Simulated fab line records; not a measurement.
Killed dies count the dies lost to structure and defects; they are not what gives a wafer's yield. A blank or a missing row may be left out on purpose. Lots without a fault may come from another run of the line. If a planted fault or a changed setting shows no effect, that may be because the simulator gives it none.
Which tool is to blame? -- flow n5Finfet -- 72 wafers from 24 lots sampled at 6 of the route's 1938 steps

WHAT THE GAUGES READ, wafer by wafer
N5_BEOL_M5_INSPECT_58: inspects for defects (darkfield).
lot,measured,on,rawDefectCount
L074,day 8 13:33,defectInspect-01,69 35 40
L075,day 8 18:34,defectInspect-01,68 59 54
L076,day 9 02:05,defectInspect-01,46 65 104
L077,day 9 05:55,defectInspect-01,105 101 103
L078,day 9 13:53,defectInspect-01,50 91 61
L079,day 9 22:45,defectInspect-01,51 84 49
L080,day 11 11:01,defectInspect-01,94 64 59
L081,day 10 18:00,defectInspect-01,85 94 62
L083,day 11 15:09,defectInspect-01,80 98 64
L082,day 12 02:57,defectInspect-01,70 84 70
L085,day 12 04:28,defectInspect-02,61 49 65
L086,day 12 11:20,defectInspect-02,55 63 47
L084,day 12 15:39,defectInspect-01,91 61 48
L087,day 12 12:15,defectInspect-01,84 75 102
L089,day 13 09:28,defectInspect-02,79 60 59
L088,day 13 13:25,defectInspect-02,33 47 60
L091,day 13 18:23,defectInspect-02,62 60 40
L094,day 13 21:28,defectInspect-01,41 55 34
L090,day 14 02:30,defectInspect-02,51 42 71
L093,day 14 11:24,defectInspect-02,62 61 74
L096,day 14 14:05,defectInspect-02,83 68 71
L095,day 14 22:03,defectInspect-02,54 39 59
L092,day 14 19:01,defectInspect-02,101 88 116
L097,day 15 04:37,defectInspect-02,43 54 94

WHAT TOOL EACH LOT RAN ON (gives the tool, then ch and the chambers of the sampled wafers, and finally the start)
lot,N5_BEOL_M5_STRIP_19,N5_BEOL_M5_ETCH_67,N5_BEOL_M5_PRE_CLEAN_45,N5_BEOL_M5_SPUTTER_81,N5_BEOL_M5_SPUTTER_88
L074,"rieDiel-04 ch 1,2,3, day 8 03:58","rieDiel-01 ch 1,2, day 8 06:08","pvdSputter-01, day 8 07:10","pvdSputter-02, day 8 09:03","pvdSputter-02, day 8 11:13"
L075,"rieDiel-04 ch 0,2,3, day 8 07:38","rieDiel-03 ch 0,1, day 8 08:43","pvdSputter-03, day 8 12:08","pvdSputter-02, day 8 13:54","pvdSputter-02, day 8 16:04"
L076,"rieDiel-04 ch 0,3, day 8 12:36","rieDiel-04 ch 1,2,3, day 8 17:27","pvdSputter-01, day 8 20:06","pvdSputter-02, day 8 21:44","pvdSputter-02, day 8 23:55"
L077,"rieDiel-01 ch 0,1,2, day 8 21:25","rieDiel-01 ch 0,1, day 8 22:16","pvdSputter-01, day 8 23:30","pvdSputter-01, day 9 01:25","pvdSputter-01, day 9 03:35"
L078,"rieDiel-04 ch 1,2,3, day 9 04:07","rieDiel-01 ch 2,3, day 9 04:40","pvdSputter-01, day 9 05:35","pvdSputter-03, day 9 09:24","pvdSputter-03, day 9 11:34"
L079,"rieDiel-01 ch 2, day 9 13:17","rieDiel-01 ch 2, day 9 15:01","pvdSputter-01, day 9 16:38","pvdSputter-02, day 9 18:20","pvdSputter-02, day 9 20:31"
L080,"rieDiel-01 ch 2, day 9 14:38","rieDiel-04 ch 0,1,3, day 9 15:59","pvdSputter-02, day 9 16:56","pvdSputter-01, day 11 06:41","pvdSputter-01, day 11 08:52"
L081,"rieDiel-01 ch 1,2,3, day 10 07:57","rieDiel-03 ch 0,2,3, day 10 08:51","pvdSputter-02, day 10 11:51","pvdSputter-02, day 10 13:35","pvdSputter-02, day 10 15:46"
L083,"rieDiel-01 ch 0,2,3, day 11 06:11","rieDiel-04 ch 0,3, day 11 07:02","pvdSputter-02, day 11 08:25","pvdSputter-03, day 11 10:48","pvdSputter-03, day 11 12:58"
L082,"rieDiel-04 ch 0,1,3, day 11 17:58","rieDiel-01 ch 0,2,3, day 11 19:39","pvdSputter-01, day 11 20:52","pvdSputter-03, day 11 22:34","pvdSputter-03, day 12 00:44"
L085,"rieDiel-03 ch 1,2, day 11 18:40","rieDiel-04 ch 1,2, day 11 19:59","pvdSputter-01, day 11 20:59","pvdSputter-02, day 11 23:48","pvdSputter-02, day 12 01:58"
L086,"rieDiel-03 ch 0,1, day 12 02:08","rieDiel-01 ch 1,2,3, day 12 02:41","pvdSputter-03, day 12 03:55","pvdSputter-02, day 12 07:00","pvdSputter-02, day 12 09:11"
L084,"rieDiel-01 ch 0,2,3, day 12 02:33","rieDiel-04 ch 0,1,3, day 12 06:19","pvdSputter-01, day 12 09:13","pvdSputter-01, day 12 11:19","pvdSputter-01, day 12 13:29"
L087,"rieDiel-04 ch 1,2, day 12 02:43","rieDiel-04 ch 0,1,3, day 12 03:31","pvdSputter-01, day 12 06:07","pvdSputter-03, day 12 07:50","pvdSputter-03, day 12 10:01"
L089,"rieDiel-01 ch 0,1,2, day 13 01:03","rieDiel-04 ch 0,2,3, day 13 02:16","pvdSputter-02, day 13 03:17","pvdSputter-03, day 13 05:06","pvdSputter-03, day 13 07:16"
L088,"rieDiel-01 ch 0,1,2, day 13 03:55","rieDiel-03 ch 2,3, day 13 05:38","pvdSputter-01, day 13 07:08","pvdSputter-01, day 13 08:50","pvdSputter-01, day 13 11:01"
L091,"rieDiel-03 ch 0,2,3, day 13 08:17","rieDiel-03 ch 0,2,3, day 13 10:00","pvdSputter-02, day 13 11:44","pvdSputter-01, day 13 13:31","pvdSputter-01, day 13 15:41"
L094,"rieDiel-01 ch 0,2,3, day 13 11:57","rieDiel-01 ch 0,1,2, day 13 13:59","pvdSputter-03, day 13 15:19","pvdSputter-02, day 13 17:08","pvdSputter-02, day 13 19:18"
L090,"rieDiel-01 ch 0,1,3, day 13 17:44","rieDiel-01 ch 0,1,2, day 13 19:24","pvdSputter-03, day 13 20:23","pvdSputter-01, day 13 22:08","pvdSputter-01, day 14 00:19"
L093,"rieDiel-01 ch 0,1,2, day 14 01:40","rieDiel-01 ch 0,1,3, day 14 04:03","pvdSputter-02, day 14 05:12","pvdSputter-03, day 14 07:04","pvdSputter-03, day 14 09:14"
L096,"rieDiel-04 ch 0,2, day 14 05:37","rieDiel-01 ch 0,2,3, day 14 06:54","pvdSputter-01, day 14 07:51","pvdSputter-02, day 14 09:45","pvdSputter-02, day 14 11:55"
L095,"rieDiel-04 ch 0,1,2, day 14 08:47","rieDiel-01 ch 0,1,3, day 14 10:50","pvdSputter-03, day 14 13:11","pvdSputter-03, day 14 15:11","pvdSputter-03, day 14 17:22"
L092,"rieDiel-04 ch 0,1,2, day 14 09:23","rieDiel-03 ch 0,1,3, day 14 10:34","pvdSputter-01, day 14 11:50","pvdSputter-02, day 14 14:28","pvdSputter-02, day 14 16:38"
L097,"rieDiel-01 ch 2,3, day 14 19:25","rieDiel-04 ch 0,1, day 14 21:08","pvdSputter-03, day 14 22:17","pvdSputter-01, day 15 00:13","pvdSputter-01, day 15 02:23"
- N5_BEOL_M5_STRIP_19: strips in O2.
- N5_BEOL_M5_ETCH_67: etches SiARC in CF4, target depth 15.6 nm, time 26 s.
- N5_BEOL_M5_PRE_CLEAN_45: time 30 s.
- N5_BEOL_M5_SPUTTER_81: material Cu, target thk 15 nm, time 27.62 s.
- N5_BEOL_M5_SPUTTER_88: material Cu, target thk 15 nm, time 27.62 s.

AS READ BY THE TOOLS THEMSELVES (means over the sampled wafers that have a number; for cases with no such wafer, the mark the record gives instead)
N5_BEOL_M5_STRIP_19.
lot,tool,drypumpMotorCurrentA (A),o2FlowSccm (sccm),oesProductAu (a.u.),rfVppV (V),showerheadPlenumPTorr (Torr),throttleValvePct (%)
L074,rieDiel-04,6.0,225.5,0.83,3.7,2.10,16.49
L075,rieDiel-04,6.2,224.5,0.83,3.6,2.10,16.54
L076,rieDiel-04,5.8,224.7,0.76,3.8,2.14,16.62
L077,rieDiel-01,5.2,224.6,0.74,3.8,2.06,16.59
L078,rieDiel-04,6.0,224.6,0.81,3.8,2.10,16.52
L079,rieDiel-01,5.2,225.2,0.71,2.9,2.07,16.33
L080,rieDiel-01,5.2,224.0,0.71,3.5,2.07,16.35
L081,rieDiel-01,5.5,225.5,0.75,4.4,2.03,16.54
L083,rieDiel-01,5.7,225.3,0.78,3.8,2.08,16.58
L082,rieDiel-04,5.6,224.6,0.75,3.9,2.13,16.63
L085,rieDiel-03,6.2,224.4,0.77,3.7,2.05,16.67
L086,rieDiel-03,5.7,224.8,0.81,3.5,2.11,16.32
L084,rieDiel-01,5.7,224.7,0.77,3.6,2.08,16.59
L087,rieDiel-04,5.9,224.0,0.81,3.7,2.10,16.51
L089,rieDiel-01,5.2,224.6,0.72,4.1,2.05,16.65
L088,rieDiel-01,5.2,224.4,0.71,3.7,2.05,16.66
L091,rieDiel-03,6.5,225.1,0.74,3.8,2.05,16.69
L094,rieDiel-01,5.7,224.9,0.76,3.5,2.07,16.60
L090,rieDiel-01,5.6,225.3,0.76,3.9,2.04,16.73
L093,rieDiel-01,5.2,225.1,0.71,3.5,2.05,16.67
L096,rieDiel-04,5.8,224.9,0.75,3.7,2.13,16.64
L095,rieDiel-04,5.5,225.0,0.75,3.6,2.13,16.60
L092,rieDiel-04,5.5,224.9,0.76,3.6,2.13,16.62
L097,rieDiel-01,5.6,225.5,0.73,4.2,2.05,16.48

N5_BEOL_M5_ETCH_67.
lot,tool,cf4FlowSccm (sccm),drypumpMotorCurrentA (A),etchRfOnTimeS (s),oesProductAu (a.u.),rfVppV (V),showerheadPlenumPTorr (Torr),throttleValvePct (%)
L074,rieDiel-01,100.13,5.0,27.1,0.60,182.7,2.08,15.58
L075,rieDiel-03,99.93,5.7,26.5,0.71,184.4,2.17,15.20
L076,rieDiel-04,99.88,6.0,26.3,0.70,184.7,2.14,15.38
L077,rieDiel-01,100.28,5.4,25.7,0.66,183.4,2.13,15.73
L078,rieDiel-01,99.95,5.6,26.6,0.65,185.2,2.13,15.44
L079,rieDiel-01,99.70,5.2,26.9,0.61,183.8,2.14,15.41
L080,rieDiel-04,99.87,5.6,26.1,0.65,185.2,2.17,15.51
L081,rieDiel-03,99.74,6.5,26.3,0.64,183.2,2.10,15.60
L083,rieDiel-04,100.00,6.3,26.5,0.66,183.5,2.12,15.53
L082,rieDiel-01,99.95,5.7,26.1,0.66,184.1,2.13,15.60
L085,rieDiel-04,100.08,5.3,26.1,0.65,184.7,2.17,15.41
L086,rieDiel-01,99.92,5.5,26.9,0.63,183.2,2.09,15.58
L084,rieDiel-04,99.96,5.6,26.3,0.63,183.3,2.16,15.54
L087,rieDiel-04,99.76,5.6,26.6,0.63,184.5,2.16,15.54
L089,rieDiel-04,99.64,6.2,26.7,0.66,183.3,2.12,15.46
L088,rieDiel-03,100.07,6.5,25.9,0.62,183.2,2.06,15.75
L091,rieDiel-03,100.11,6.5,26.3,0.63,183.7,2.09,15.64
L094,rieDiel-01,99.98,5.2,26.9,0.60,182.9,2.11,15.67
L090,rieDiel-01,100.12,5.2,26.8,0.60,184.0,2.11,15.67
L093,rieDiel-01,99.91,5.6,26.5,0.65,183.4,2.10,15.73
L096,rieDiel-01,100.07,5.7,26.6,0.64,184.5,2.13,15.63
L095,rieDiel-01,100.04,5.6,26.7,0.64,183.4,2.10,15.72
L092,rieDiel-03,99.85,6.0,26.4,0.65,184.6,2.13,15.46
L097,rieDiel-04,100.32,5.2,26.5,0.59,184.9,2.19,15.57

N5_BEOL_M5_PRE_CLEAN_45.
lot,tool,heaterPowerW (W)
L074,pvdSputter-01,318
L075,pvdSputter-03,350
L076,pvdSputter-01,373
L077,pvdSputter-01,340
L078,pvdSputter-01,349
L079,pvdSputter-01,351
L080,pvdSputter-02,347
L081,pvdSputter-02,332
L083,pvdSputter-02,343
L082,pvdSputter-01,321
L085,pvdSputter-01,350
L086,pvdSputter-03,331
L084,pvdSputter-01,374
L087,pvdSputter-01,326
L089,pvdSputter-02,339
L088,pvdSputter-01,356
L091,pvdSputter-02,351
L094,pvdSputter-03,320
L090,pvdSputter-03,349
L093,pvdSputter-02,347
L096,pvdSputter-01,354
L095,pvdSputter-03,334
L092,pvdSputter-01,358
L097,pvdSputter-03,327

N5_BEOL_M5_SPUTTER_81.
lot,tool,chuckSensorTempC (C),throttleValvePct (%)
L074,pvdSputter-02,-16.3,29.3
L075,pvdSputter-02,-16.4,30.1
L076,pvdSputter-02,-15.7,29.5
L077,pvdSputter-01,-15.7,30.4
L078,pvdSputter-03,-15.9,29.6
L079,pvdSputter-02,-15.9,30.0
L080,pvdSputter-01,-15.6,29.8
L081,pvdSputter-02,-15.8,30.1
L083,pvdSputter-03,-15.9,30.6
L082,pvdSputter-03,-15.6,30.6
L085,pvdSputter-02,-16.1,31.1
L086,pvdSputter-02,-16.1,30.7
L084,pvdSputter-01,-16.3,30.4
L087,pvdSputter-03,-16.1,30.0
L089,pvdSputter-03,-16.1,30.5
L088,pvdSputter-01,-15.8,30.7
L091,pvdSputter-01,-16.2,30.3
L094,pvdSputter-02,-16.2,29.9
L090,pvdSputter-01,-16.1,29.7
L093,pvdSputter-03,-16.1,30.1
L096,pvdSputter-02,-16.0,29.3
L095,pvdSputter-03,-16.0,29.6
L092,pvdSputter-02,-15.8,30.8
L097,pvdSputter-01,-16.0,29.9

N5_BEOL_M5_SPUTTER_88.
lot,tool,chuckSensorTempC (C),throttleValvePct (%)
L074,pvdSputter-02,-16.4,29.3
L075,pvdSputter-02,-16.3,29.8
L076,pvdSputter-02,-15.7,29.6
L077,pvdSputter-01,-15.8,30.6
L078,pvdSputter-03,-15.9,29.7
L079,pvdSputter-02,-16.0,30.0
L080,pvdSputter-01,-15.7,30.0
L081,pvdSputter-02,-15.9,30.0
L083,pvdSputter-03,-15.7,30.6
L082,pvdSputter-03,-15.6,30.8
L085,pvdSputter-02,-16.1,31.3
L086,pvdSputter-02,-16.0,30.5
L084,pvdSputter-01,-16.1,30.5
L087,pvdSputter-03,-16.1,30.0
L089,pvdSputter-03,-16.1,30.6
L088,pvdSputter-01,-15.9,30.6
L091,pvdSputter-01,-16.3,30.5
L094,pvdSputter-02,-16.3,29.9
L090,pvdSputter-01,-16.0,30.0
L093,pvdSputter-03,-16.0,29.9
L096,pvdSputter-02,-16.0,29.4
L095,pvdSputter-03,-15.9,29.9
L092,pvdSputter-02,-15.8,30.6
L097,pvdSputter-01,-15.9,29.9

THE ANSWER, worked out from the rows above alone
Rule: what is usual is taken from the lots themselves. Put in order of their means at a reading, lots are off if they are a third of the lots or fewer, leave a main group of 4 or more, and stand apart from it by a gap of 3 or more times the standard deviation of the main group's means; of several such gaps the widest counts. A main group whose means are all the same, to the digits that the tables above print for the reading, isn't used. A lot without any number at a reading at which 4 lots or more have one is off too. Where the step has rows for the other lots, those lots are counted as sound. The gauges are gone through in route order, then the tools' own readings, and for those a lot's mean is taken as printed above. The first step at which some lot is off is used, and at that step the reading that is off furthest; a lot without a number counts as furthest.
None of the lots is off at any reading shown; this tells nothing.

WHAT HAD BEEN PUT IN BY THE SIMULATOR
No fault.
